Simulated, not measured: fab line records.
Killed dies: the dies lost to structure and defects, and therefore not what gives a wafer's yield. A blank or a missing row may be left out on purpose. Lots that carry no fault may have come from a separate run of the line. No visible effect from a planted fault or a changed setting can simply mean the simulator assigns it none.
Which of the tools did it? + flow nand harc + Sampling: 22 lots, 66 wafers, 6 of 1159 route steps

## WHAT THE GAUGES READ, wafer by wafer
The record lacks any reading of a measuring or inspecting step that a usual standard deviation could be used to judge.

## WHAT TOOL EACH LOT RAN ON (gives the tool, then ch and the chambers of the sampled wafers, and finally the start)
| lot  | NHARC_A_CHANNEL_HOLE_D1_ETCH_44    | NHARC_A_STAIRCASE_ETCH_13                     | NHARC_A_STAIRCASE_ETCH_221                    | NHARC_A_STAIRCASE_TRIM_222                    | NHARC_A_STAIRCASE_TRIM_226                    | NHARC_A_STAIRCASE_TRIM_229         |
|------|------------------------------------|-----------------------------------------------|-----------------------------------------------|-----------------------------------------------|-----------------------------------------------|------------------------------------|
| L074 | rie diel-02 ch 0,1, day 8 06:47    | rie diel-13 ch 0,2,3, day 11 05:41 or earlier | rie diel-08 ch 0,3, day 11 05:41 or earlier   | rie diel-08 ch 0,2,3, day 11 05:41 or earlier | rie diel-08 ch 0,2,3, day 11 05:41 or earlier | rie diel-08 ch 0,2, day 11 05:41   |
| L075 | rie diel-06 ch 0,3, day 9 07:48    | rie diel-08 ch 0,1,3, day 12 00:07 or earlier | rie diel-08 ch 1,2,3, day 12 00:07 or earlier | rie diel-08 ch 0,2,3, day 12 00:07 or earlier | rie diel-08 ch 1,2,3, day 12 00:07 or earlier | rie diel-08 ch 2,3, day 12 00:07   |
| L077 | rie diel-10 ch 0,1, day 9 11:49    | rie diel-08 ch 1,2,3, day 12 05:11 or earlier | rie diel-08 ch 0,3, day 12 05:11 or earlier   | rie diel-08 ch 1,2, day 12 05:11 or earlier   | rie diel-08 ch 0,1, day 12 05:11 or earlier   | rie diel-09 ch 0,3, day 12 05:11   |
| L078 | rie diel-02 ch 0,1,3, day 9 11:57  | rie diel-13 ch 0,1, day 12 04:18 or earlier   | rie diel-13 ch 1,2,3, day 12 04:18 or earlier | rie diel-13 ch 1,2,3, day 12 04:18 or earlier | rie diel-13 ch 2,3, day 12 04:18 or earlier   | rie diel-13 ch 1,3, day 12 04:18   |
| L081 | rie diel-06 ch 0,2,3, day 9 23:38  | rie diel-13 ch 1,2,3, day 12 15:35 or earlier | rie diel-09 ch 0,1,3, day 12 15:35 or earlier | rie diel-09 ch 0,2, day 12 15:35 or earlier   | rie diel-09 ch 0,1,3, day 12 15:35 or earlier | rie diel-08 ch 1,3, day 12 15:35   |
| L080 | rie diel-02 ch 1,2,3, day 10 00:17 | rie diel-13 ch 1,2,3, day 12 16:14 or earlier | rie diel-09 ch 0,1,3, day 12 16:14 or earlier | rie diel-09 ch 0,1, day 12 16:14 or earlier   | rie diel-09 ch 0,2,3, day 12 16:14 or earlier | rie diel-09 ch 1,2, day 12 16:14   |
| L079 | rie diel-10 ch 0,1,3, day 10 04:26 | rie diel-13 ch 2,3, day 12 23:31 or earlier   | rie diel-08 ch 0,2, day 12 23:31 or earlier   | rie diel-08 ch 1,2, day 12 23:31 or earlier   | rie diel-08 ch 0,1,2, day 12 23:31 or earlier | rie diel-13 ch 0,1,2, day 12 23:31 |
| L082 | rie diel-10 ch 1,2,3, day 10 07:08 | rie diel-13 ch 0,2,3, day 12 22:59 or earlier | rie diel-08 ch 0,1, day 12 22:59 or earlier   | rie diel-08 ch 1,2, day 12 22:59 or earlier   | rie diel-08 ch 1,2,3, day 12 22:59 or earlier | rie diel-09 ch 0,1,2, day 12 22:59 |
| L083 | rie diel-10 ch 0,1, day 10 20:08   | rie diel-13 ch 0,3, day 13 11:04 or earlier   | rie diel-08 ch 0,2, day 13 11:04 or earlier   | rie diel-08 ch 2,3, day 13 11:04 or earlier   | rie diel-08 ch 0,1,2, day 13 11:04 or earlier | rie diel-09 ch 0,2,3, day 13 11:04 |
| L084 | rie diel-10 ch 0,2, day 11 14:07   | rie diel-09 ch 1,2,3, day 14 04:56 or earlier | rie diel-08 ch 0,1,3, day 14 04:56 or earlier | rie diel-08 ch 1,2,3, day 14 04:56 or earlier | rie diel-08 ch 0,1,2, day 14 04:56 or earlier | rie diel-13 ch 0,1,3, day 14 04:56 |
| L086 | rie diel-06 ch 0,3, day 11 14:15   | rie diel-09 ch 0,3, day 14 04:20 or earlier   | rie diel-08 ch 0,1, day 14 04:20 or earlier   | rie diel-08 ch 0,2,3, day 14 04:20 or earlier | rie diel-08 ch 0,2,3, day 14 04:20 or earlier | rie diel-08 ch 0,3, day 14 04:20   |
| L087 | rie diel-10 ch 0,1,2, day 11 18:17 | rie diel-13 ch 1,2, day 14 09:42 or earlier   | rie diel-08 ch 1,2, day 14 09:42 or earlier   | rie diel-08 ch 1,2,3, day 14 09:42 or earlier | rie diel-08 ch 0,2,3, day 14 09:42 or earlier | rie diel-08 ch 2,3, day 14 09:42   |
| L085 | rie diel-06 ch 0,2,3, day 12 03:25 | rie diel-13 ch 1,2, day 14 19:08 or earlier   | rie diel-08 ch 0,1,2, day 14 19:08 or earlier | rie diel-08 ch 0,1,3, day 14 19:08 or earlier | rie diel-08 ch 1,2,3, day 14 19:08 or earlier | rie diel-13 ch 1,2,3, day 14 19:08 |
| L089 | rie diel-10 ch 0,2,3, day 12 04:25 | rie diel-08 ch 0,1, day 14 19:37 or earlier   | rie diel-13 ch 1,2,3, day 14 19:37 or earlier | rie diel-13 ch 0,1,2, day 14 19:37 or earlier | rie diel-13 ch 0,2,3, day 14 19:37 or earlier | rie diel-09 ch 1,2,3, day 14 19:37 |
| L088 | rie diel-10 ch 0,2,3, day 12 07:35 | rie diel-08 ch 0,2,3, day 15 01:47 or earlier | rie diel-13 ch 0,2,3, day 15 01:47 or earlier | rie diel-13 ch 1,2,3, day 15 01:47 or earlier | rie diel-13 ch 1,2, day 15 01:47 or earlier   | rie diel-13 ch 0,3, day 15 01:47   |
| L091 | rie diel-10 ch 2,3, day 12 11:46   | rie diel-08 ch 0,1,2, day 15 02:40 or earlier | rie diel-08 ch 0,1,3, day 15 02:40 or earlier | rie diel-08 ch 0,2,3, day 15 02:40 or earlier | rie diel-08 ch 2,3, day 15 02:40 or earlier   | rie diel-09 ch 2,3, day 15 02:40   |
| L090 | rie diel-06 ch 0,2,3, day 12 12:29 | rie diel-09 ch 1,2,3, day 15 03:34 or earlier | rie diel-08 ch 0,1,2, day 15 03:34 or earlier | rie diel-08 ch 0,1,2, day 15 03:34 or earlier | rie diel-08 ch 0,2,3, day 15 03:34 or earlier | rie diel-13 ch 0,1,3, day 15 03:34 |
| L093 | rie diel-10 ch 0,1,2, day 12 22:26 | rie diel-08 ch 0,2, day 15 12:04 or earlier   | rie diel-08 ch 0,1,3, day 15 12:04 or earlier | rie diel-08 ch 1,3, day 15 12:04 or earlier   | rie diel-08 ch 0,1,2, day 15 12:04 or earlier | rie diel-13 ch 0,1,2, day 15 12:04 |
| L094 | rie diel-02 ch 1,3, day 13 06:18   | rie diel-13 ch 1,2,3, day 15 19:29 or earlier | rie diel-09 ch 1,2,3, day 15 19:29 or earlier | rie diel-09 ch 0,1, day 15 19:29 or earlier   | rie diel-09 ch 1,2,3, day 15 19:29 or earlier | rie diel-13 ch 0,2,3, day 15 19:29 |
| L095 | rie diel-10 ch 0,1,2, day 13 21:01 | rie diel-09 ch 0,2, day 16 12:42 or earlier   | rie diel-08 ch 2,3, day 16 12:42 or earlier   | rie diel-08 ch 0,1, day 16 12:42 or earlier   | rie diel-08 ch 0,1,2, day 16 12:42 or earlier | rie diel-13 ch 2,3, day 16 12:42   |
| L096 | rie diel-02 ch 0,2,3, day 13 21:31 | rie diel-13 ch 1,2, day 16 10:16 or earlier   | rie diel-08 ch 1,2, day 16 10:16 or earlier   | rie diel-08 ch 0,2, day 16 10:16 or earlier   | rie diel-08 ch 0,3, day 16 10:16 or earlier   | rie diel-08 ch 2,3, day 16 10:16   |
| L097 | rie diel-10 ch 0,1,2, day 14 18:10 | rie diel-09 ch 0,1,2, day 17 07:44 or earlier | rie diel-08 ch 0,2,3, day 17 07:44 or earlier | rie diel-08 ch 1,2,3, day 17 07:44 or earlier | rie diel-08 ch 0,1,2, day 17 07:44 or earlier | rie diel-08 ch 1,2,3, day 17 07:44 |
- NHARC_A_CHANNEL_HOLE_D1_ETCH_44: etches the open film in CF4/O2, target depth 140 nm, overetch 14 nm, time 77 s.
- NHARC_A_STAIRCASE_ETCH_13: etches the open film in C4F8/O2, target depth 100 nm, time 40.5 s.
- NHARC_A_STAIRCASE_ETCH_221: etches the open film in C4F8/O2, target depth 100 nm, time 40.5 s.
- NHARC_A_STAIRCASE_TRIM_222: chemistry O2, time 211.2 s.
- NHARC_A_STAIRCASE_TRIM_226: chemistry O2, time 211.2 s.
- NHARC_A_STAIRCASE_TRIM_229: chemistry O2, time 211.2 s.

## WHAT THE TOOLS THEMSELVES READ (means of the sampled wafers that have a number; where no wafer has one, the mark that the record gives instead)
NHARC_A_CHANNEL_HOLE_D1_ETCH_44.
| lot  | tool        | drypump motor current A (A) | oes_o_777_au (a.u.) | oes product au (a.u.) | rf vpp V (V) | showerhead plenum p Torr (Torr) | throttle valve pct (%) |
|------|-------------|-----------------------------|---------------------|-----------------------|--------------|---------------------------------|------------------------|
| L074 | rie diel-02 | 5.87                        | 0.998               | 1.001                 | 197.8        | 1.36                            | 13.405                 |
| L075 | rie diel-06 | 6.09                        | 1.001               | 1.008                 | 197.1        | 1.31                            | 13.392                 |
| L077 | rie diel-10 | 5.70                        | 1.004               | 0.988                 | 198.2        | 1.33                            | 13.399                 |
| L078 | rie diel-02 | 5.91                        | 1.000               | 1.005                 | 197.9        | 1.33                            | 13.392                 |
| L081 | rie diel-06 | 5.98                        | 1.000               | 1.003                 | 197.9        | 1.32                            | 13.397                 |
| L080 | rie diel-02 | 6.00                        | 0.998               | 1.006                 | 197.7        | 1.33                            | 13.400                 |
| L079 | rie diel-10 | 5.78                        | 1.002               | 0.988                 | 197.5        | 1.31                            | 13.401                 |
| L082 | rie diel-10 | 5.77                        | 1.002               | 1.003                 | 197.4        | 1.29                            | 13.408                 |
| L083 | rie diel-10 | 5.52                        | 0.997               | 1.002                 | 198.0        | 1.30                            | 13.394                 |
| L084 | rie diel-10 | 5.83                        | 0.997               | 0.998                 | 197.8        | 1.33                            | 13.393                 |
| L086 | rie diel-06 | 5.99                        | 1.003               | 1.017                 | 196.5        | 1.31                            | 13.396                 |
| L087 | rie diel-10 | 5.68                        | 1.001               | 1.006                 | 197.3        | 1.31                            | 13.394                 |
| L085 | rie diel-06 | 5.97                        | 0.997               | 0.995                 | 197.9        | 1.32                            | 13.400                 |
| L089 | rie diel-10 | 5.96                        | 0.998               | 1.000                 | 197.9        | 1.32                            | 13.395                 |
| L088 | rie diel-10 | 5.97                        | 0.999               | 0.993                 | 197.6        | 1.32                            | 13.405                 |
| L091 | rie diel-10 | 6.05                        | 1.000               | 1.000                 | 197.8        | 1.30                            | 13.394                 |
| L090 | rie diel-06 | 5.97                        | 1.000               | 1.002                 | 197.4        | 1.32                            | 13.395                 |
| L093 | rie diel-10 | 5.68                        | 1.002               | 0.997                 | 196.9        | 1.31                            | 13.396                 |
| L094 | rie diel-02 | 5.95                        | 1.001               | 1.007                 | 196.1        | 1.29                            | 13.394                 |
| L095 | rie diel-10 | 5.66                        | 0.999               | 0.996                 | 197.4        | 1.31                            | 13.400                 |
| L096 | rie diel-02 | 5.89                        | 1.003               | 1.000                 | 198.8        | 1.36                            | 13.395                 |
| L097 | rie diel-10 | 5.69                        | 1.001               | 0.997                 | 198.2        | 1.31                            | 13.404                 |

NHARC_A_STAIRCASE_ETCH_13.
| lot  | tool        | oes product au (a.u.) | rf vpp V (V) |
|------|-------------|-----------------------|--------------|
| L074 | rie diel-13 | 0.931                 | 895          |
| L075 | rie diel-08 | 0.924                 | 893          |
| L077 | rie diel-08 | 0.952                 | 893          |
| L078 | rie diel-13 | 0.927                 | 901          |
| L081 | rie diel-13 | 0.924                 | 896          |
| L080 | rie diel-13 | 0.914                 | 896          |
| L079 | rie diel-13 | 0.928                 | 894          |
| L082 | rie diel-13 | 0.925                 | 896          |
| L083 | rie diel-13 | 0.966                 | 897          |
| L084 | rie diel-09 | 0.923                 | 899          |
| L086 | rie diel-09 | 0.931                 | 895          |
| L087 | rie diel-13 | 0.920                 | 899          |
| L085 | rie diel-13 | 0.940                 | 895          |
| L089 | rie diel-08 | 0.928                 | 892          |
| L088 | rie diel-08 | 0.930                 | 894          |
| L091 | rie diel-08 | 0.937                 | 892          |
| L090 | rie diel-09 | 0.937                 | 897          |
| L093 | rie diel-08 | 0.923                 | 894          |
| L094 | rie diel-13 | 0.954                 | 896          |
| L095 | rie diel-09 | 0.945                 | 892          |
| L096 | rie diel-13 | 0.946                 | 894          |
| L097 | rie diel-09 | 0.940                 | 894          |

NHARC_A_STAIRCASE_ETCH_221.
| lot  | tool        | oes product au (a.u.) | rf vpp V (V) |
|------|-------------|-----------------------|--------------|
| L074 | rie diel-08 | 0.933                 | 893          |
| L075 | rie diel-08 | 0.925                 | 893          |
| L077 | rie diel-08 | 0.933                 | 895          |
| L078 | rie diel-13 | 0.929                 | 897          |
| L081 | rie diel-09 | 0.921                 | 894          |
| L080 | rie diel-09 | 0.919                 | 893          |
| L079 | rie diel-08 | 0.921                 | 894          |
| L082 | rie diel-08 | 0.942                 | 891          |
| L083 | rie diel-08 | 0.934                 | 895          |
| L084 | rie diel-08 | 0.933                 | 894          |
| L086 | rie diel-08 | 0.946                 | 891          |
| L087 | rie diel-08 | 0.935                 | 891          |
| L085 | rie diel-08 | 0.926                 | 893          |
| L089 | rie diel-13 | 0.948                 | 896          |
| L088 | rie diel-13 | 0.925                 | 894          |
| L091 | rie diel-08 | 0.912                 | 893          |
| L090 | rie diel-08 | 0.940                 | 893          |
| L093 | rie diel-08 | 0.935                 | 892          |
| L094 | rie diel-09 | 0.950                 | 898          |
| L095 | rie diel-08 | 0.946                 | 893          |
| L096 | rie diel-08 | 0.923                 | 892          |
| L097 | rie diel-08 | 0.923                 | 893          |

NHARC_A_STAIRCASE_TRIM_222.
| lot  | tool        | drypump motor current A (A) | oes product au (a.u.) | rf vpp V (V) | showerhead plenum p Torr (Torr) | throttle valve pct (%) |
|------|-------------|-----------------------------|-----------------------|--------------|---------------------------------|------------------------|
| L074 | rie diel-08 | 6.1                         | 0.990                 | 57.5         | 3.49                            | 17.037                 |
| L075 | rie diel-08 | 6.1                         | 0.992                 | 56.8         | 3.48                            | 17.042                 |
| L077 | rie diel-08 | 6.4                         | 0.991                 | 57.5         | 3.40                            | 17.037                 |
| L078 | rie diel-13 | 5.8                         | 0.998                 | 58.0         | 3.56                            | 17.036                 |
| L081 | rie diel-09 | 5.5                         | 1.004                 | 57.4         | 3.55                            | 17.028                 |
| L080 | rie diel-09 | 6.1                         | 0.976                 | 57.0         | 3.38                            | 17.029                 |
| L079 | rie diel-08 | 6.4                         | 0.996                 | 57.5         | 3.44                            | 17.034                 |
| L082 | rie diel-08 | 6.3                         | 0.989                 | 57.5         | 3.44                            | 17.035                 |
| L083 | rie diel-08 | 6.4                         | 0.994                 | 57.6         | 3.47                            | 17.023                 |
| L084 | rie diel-08 | 6.4                         | 0.993                 | 58.3         | 3.43                            | 17.036                 |
| L086 | rie diel-08 | 6.1                         | 0.992                 | 56.7         | 3.48                            | 17.036                 |
| L087 | rie diel-08 | 6.4                         | 0.996                 | 57.2         | 3.43                            | 17.034                 |
| L085 | rie diel-08 | 6.2                         | 0.998                 | 57.1         | 3.43                            | 17.033                 |
| L089 | rie diel-13 | 6.0                         | 1.001                 | 57.6         | 3.58                            | 17.034                 |
| L088 | rie diel-13 | 5.8                         | 1.009                 | 57.7         | 3.54                            | 17.037                 |
| L091 | rie diel-08 | 6.1                         | 0.987                 | 57.8         | 3.47                            | 17.034                 |
| L090 | rie diel-08 | 6.2                         | 0.993                 | 57.4         | 3.44                            | 17.031                 |
| L093 | rie diel-08 | 6.5                         | 0.994                 | 56.9         | 3.38                            | 17.038                 |
| L094 | rie diel-09 | 6.1                         | 0.979                 | 56.8         | 3.36                            | 17.040                 |
| L095 | rie diel-08 | 6.0                         | 0.995                 | 57.5         | 3.43                            | 17.043                 |
| L096 | rie diel-08 | 6.1                         | 0.997                 | 57.6         | 3.47                            | 17.035                 |
| L097 | rie diel-08 | 6.3                         | 0.999                 | 57.8         | 3.42                            | 17.029                 |

NHARC_A_STAIRCASE_TRIM_226.
| lot  | tool        | drypump motor current A (A) | oes product au (a.u.) | rf vpp V (V) | showerhead plenum p Torr (Torr) | throttle valve pct (%) |
|------|-------------|-----------------------------|-----------------------|--------------|---------------------------------|------------------------|
| L074 | rie diel-08 | 6.1                         | 0.993                 | 57.4         | 3.49                            | 17.039                 |
| L075 | rie diel-08 | 6.3                         | 0.993                 | 57.3         | 3.44                            | 17.028                 |
| L077 | rie diel-08 | 5.9                         | 0.995                 | 57.8         | 3.45                            | 17.040                 |
| L078 | rie diel-13 | 5.7                         | 1.010                 | 57.4         | 3.47                            | 17.032                 |
| L081 | rie diel-09 | 6.0                         | 0.989                 | 57.9         | 3.48                            | 17.041                 |
| L080 | rie diel-09 | 5.5                         | 0.993                 | 57.1         | 3.53                            | 17.031                 |
| L079 | rie diel-08 | 6.1                         | 0.985                 | 57.6         | 3.44                            | 17.032                 |
| L082 | rie diel-08 | 6.4                         | 0.993                 | 57.6         | 3.43                            | 17.029                 |
| L083 | rie diel-08 | 6.2                         | 0.989                 | 56.6         | 3.44                            | 17.035                 |
| L084 | rie diel-08 | 6.1                         | 0.988                 | 57.8         | 3.44                            | 17.042                 |
| L086 | rie diel-08 | 6.1                         | 0.982                 | 57.4         | 3.48                            | 17.030                 |
| L087 | rie diel-08 | 6.1                         | 0.998                 | 57.0         | 3.47                            | 17.028                 |
| L085 | rie diel-08 | 6.4                         | 0.998                 | 58.5         | 3.43                            | 17.034                 |
| L089 | rie diel-13 | 5.9                         | 1.006                 | 57.1         | 3.49                            | 17.034                 |
| L088 | rie diel-13 | 6.1                         | 1.003                 | 58.3         | 3.50                            | 17.040                 |
| L091 | rie diel-08 | 6.4                         | 0.981                 | 57.8         | 3.46                            | 17.031                 |
| L090 | rie diel-08 | 6.1                         | 0.997                 | 57.4         | 3.47                            | 17.039                 |
| L093 | rie diel-08 | 6.1                         | 0.990                 | 57.9         | 3.43                            | 17.032                 |
| L094 | rie diel-09 | 5.8                         | 0.996                 | 58.2         | 3.58                            | 17.036                 |
| L095 | rie diel-08 | 6.1                         | 1.000                 | 58.4         | 3.43                            | 17.034                 |
| L096 | rie diel-08 | 5.9                         | 0.985                 | 57.4         | 3.46                            | 17.039                 |
| L097 | rie diel-08 | 6.1                         | 0.996                 | 58.3         | 3.43                            | 17.039                 |

NHARC_A_STAIRCASE_TRIM_229.
| lot  | tool        | drypump motor current A (A) | oes product au (a.u.) | rf vpp V (V) | showerhead plenum p Torr (Torr) | throttle valve pct (%) |
|------|-------------|-----------------------------|-----------------------|--------------|---------------------------------|------------------------|
| L074 | rie diel-08 | 6.1                         | 0.989                 | 57.2         | 3.49                            | 17.034                 |
| L075 | rie diel-08 | 6.3                         | 0.987                 | 58.1         | 3.48                            | 17.039                 |
| L077 | rie diel-09 | 5.6                         | 0.981                 | 56.6         | 3.42                            | 17.043                 |
| L078 | rie diel-13 | 5.5                         | 1.002                 | 57.8         | 3.60                            | 17.041                 |
| L081 | rie diel-08 | 6.4                         | 1.001                 | 57.9         | 3.43                            | 17.024                 |
| L080 | rie diel-09 | 5.8                         | 1.003                 | 58.0         | 3.61                            | 17.030                 |
| L079 | rie diel-13 | 6.0                         | 1.000                 | 58.2         | 3.59                            | 17.044                 |
| L082 | rie diel-09 | 6.0                         | 0.990                 | 57.2         | 3.49                            | 17.031                 |
| L083 | rie diel-09 | 5.5                         | 0.991                 | 57.1         | 3.52                            | 17.031                 |
| L084 | rie diel-13 | 5.7                         | 1.005                 | 57.9         | 3.62                            | 17.035                 |
| L086 | rie diel-08 | 6.1                         | 0.998                 | 57.9         | 3.47                            | 17.035                 |
| L087 | rie diel-08 | 6.3                         | 1.008                 | 58.0         | 3.47                            | 17.036                 |
| L085 | rie diel-13 | 5.8                         | 1.009                 | 57.6         | 3.54                            | 17.032                 |
| L089 | rie diel-09 | 5.8                         | 0.995                 | 57.5         | 3.58                            | 17.039                 |
| L088 | rie diel-13 | 5.6                         | 1.009                 | 58.1         | 3.53                            | 17.044                 |
| L091 | rie diel-09 | 5.3                         | 1.003                 | 58.3         | 3.61                            | 17.041                 |
| L090 | rie diel-13 | 5.7                         | 1.001                 | 58.0         | 3.62                            | 17.031                 |
| L093 | rie diel-13 | 6.0                         | 1.003                 | 58.4         | 3.57                            | 17.035                 |
| L094 | rie diel-13 | 5.9                         | 1.011                 | 57.2         | 3.48                            | 17.032                 |
| L095 | rie diel-13 | 6.0                         | 1.000                 | 57.2         | 3.40                            | 17.034                 |
| L096 | rie diel-08 | 6.4                         | 1.004                 | 58.6         | 3.46                            | 17.034                 |
| L097 | rie diel-08 | 6.4                         | 0.990                 | 57.5         | 3.42                            | 17.042                 |

## THE ANSWER, worked out from the rows above alone
Rule: usual is defined by the lots themselves. Put in order of their means at a reading, lots are off if they are a third of the lots or fewer, leave a main group of 4 or more, and stand apart from it by a gap of 3 or more times the standard deviation of the main group's means; of several such gaps the widest counts. A main group is skipped when, at the precision printed for the reading in the tables above, its means are all equal. Also off: a lot with no number at a reading for which 4 or more lots have one. All remaining lots with rows at the step are treated as sound. After the gauges, taken in route order, come the tools' own readings; for these a lot's mean is taken, as printed above. At the first step where some lot is off, the reading lying furthest off is the one used; lots without a number count as furthest.
No lot is off at any reading shown: from this, nothing can be told.

## WHAT THE SIMULATOR PUT IN
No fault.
